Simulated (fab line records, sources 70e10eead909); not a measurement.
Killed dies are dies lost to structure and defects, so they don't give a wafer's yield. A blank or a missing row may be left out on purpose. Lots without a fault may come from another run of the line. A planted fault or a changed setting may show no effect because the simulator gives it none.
A struck lot beside a sound one | flow nand_harc | 19 steps out of a route of 1302
Sound: wafers L203.1, L203.2, L203.5. Struck: wafers L216.3, L216.4, L216.6. The cause comes at the end.
At each step with rows: each side's tool, then ch and its chambers, then its first start. Under that, the readings that differ: sound wafers | struck wafers | difference of the means | sigmas: that difference in standard deviations of wafers without a fault.
alike: readings whose means differ by less than 2 such deviations, and words and numbers that are the same on both sides. not compared: withheld readings, readings that some wafer has no value for, bounds like >300 that may hide the same value, and numbers for which the record gives no deviation and whose values overlap.
The two part at a step that has a row with sigmas, a row that says differs or no value, or rows on one side only. Numbers that don't overlap but have no deviation are shown without sigmas and don't part them. A reading that every wafer of one side lacks parts them only if that side has two wafers or more.

NHARC_P_GATE_ALD_36: deposits SiNx, target thk 20 nm, pulse time 60 s, ald cycles 223.
  sound on ald_sin-02 ch 1,2, day 5 10:05; struck on ald_sin-04 ch 1,3, day 11 04:01
  alike: heater_power_w, precursor_pulse_height_rel
NHARC_P_GATE_ETCHBACK_37: etches the open film in CHF3/O2, target depth 34.5 nm, time 17.2 s.
  sound on rie_diel-01 ch 1,2,3; struck on rie_diel-02 ch 2,3
  alike: drypump_motor_current_A, oes_product_au, rf_vpp_V, showerhead_plenum_p_Torr, throttle_valve_pct
  not compared: rf_hours_counter_h
NHARC_P_GATE_STRIP_101: strips in O2, time 20 s.
  sound on rie_diel-01 ch 1,2, day 5 19:44; struck on rie_diel-02 ch 1,3, day 11 12:35
  alike: drypump_motor_current_A, oes_product_au, rf_vpp_V, showerhead_plenum_p_Torr, throttle_valve_pct
  not compared: rf_hours_counter_h
then, 9 steps without rows for these wafers: NHARC_P_GATE_PRECLEAN_97 (cleans in SPM, time 600 s); NHARC_P_GATE_SRD_98; NHARC_P_GATE_PRECLEAN_99 (cleans in SC1); NHARC_P_GATE_SRD_100; NHARC_P_GATE_DEHYDRATE_38 (time 120 s); NHARC_P_GATE_HMDS_39 (time 30 s); NHARC_P_GATE_COAT_40; NHARC_P_GATE_SOFTBAKE_41 (time 95 s); NHARC_P_GATE_EBR_42.
NHARC_P_GATE_EXPOSE_43: exposes mask P NSD, target cd 720 nm.
  sound on krf_scanner-01 ch 0, day 5 20:29; struck on krf_scanner-02 ch 0, day 11 13:21
  reading | sound                   | struck                           | difference | sigmas
  mask    | P_NSD#0 P_NSD#0 P_NSD#0 | P_NSD_R1#0 P_NSD_R1#0 P_NSD_R1#0 | differs    |
  alike: focus_offset_nm
then, 2 steps without rows for these wafers: NHARC_P_GATE_PEB_44 (peb time 85 s); NHARC_P_GATE_DEVELOP_45 (time 70 s).
NHARC_P_GATE_CD_MEAS_46: target cd 720 nm.
  sound on cd_sem-02 ch 0, day 5 20:38; struck on cd_sem-01 ch 0, day 11 13:30
  reading    | sound             | struck            | difference | sigmas
  cd_nm (nm) | 721.2 719.1 722.6 | 706.9 705.0 704.3 | -15.6      | -8
then, 1 step without rows for these wafers: NHARC_P_GATE_HARDBAKE_47 (time 80 s).
NHARC_P_GATE_DESCUM_48: chemistry O2, time 3 s.
  sound on rie_diel-05 ch 0,3, day 5 20:48; struck on rie_diel-02 ch 1,2,3, day 11 13:40
  reading                 | sound           | struck            | difference | sigmas
  model.P_GATE.cd_nm (nm) | 721 718.7 722.2 | 706.9 704.6 704.6 | -15.3      |
  alike: drypump_motor_current_A, oes_product_au, rf_vpp_V, showerhead_plenum_p_Torr, throttle_valve_pct
  not compared: rf_hours_counter_h
then, 1 step without rows for these wafers: NHARC_P_GATE_IMPLANT_49.

WHERE THEY PART
First at NHARC_P_GATE_EXPOSE_43; last, within this record, at NHARC_P_GATE_CD_MEAS_46. Later steps at which nothing parts them and some readings are alike: NHARC_P_GATE_DESCUM_48.

WHY: what the simulator had put in
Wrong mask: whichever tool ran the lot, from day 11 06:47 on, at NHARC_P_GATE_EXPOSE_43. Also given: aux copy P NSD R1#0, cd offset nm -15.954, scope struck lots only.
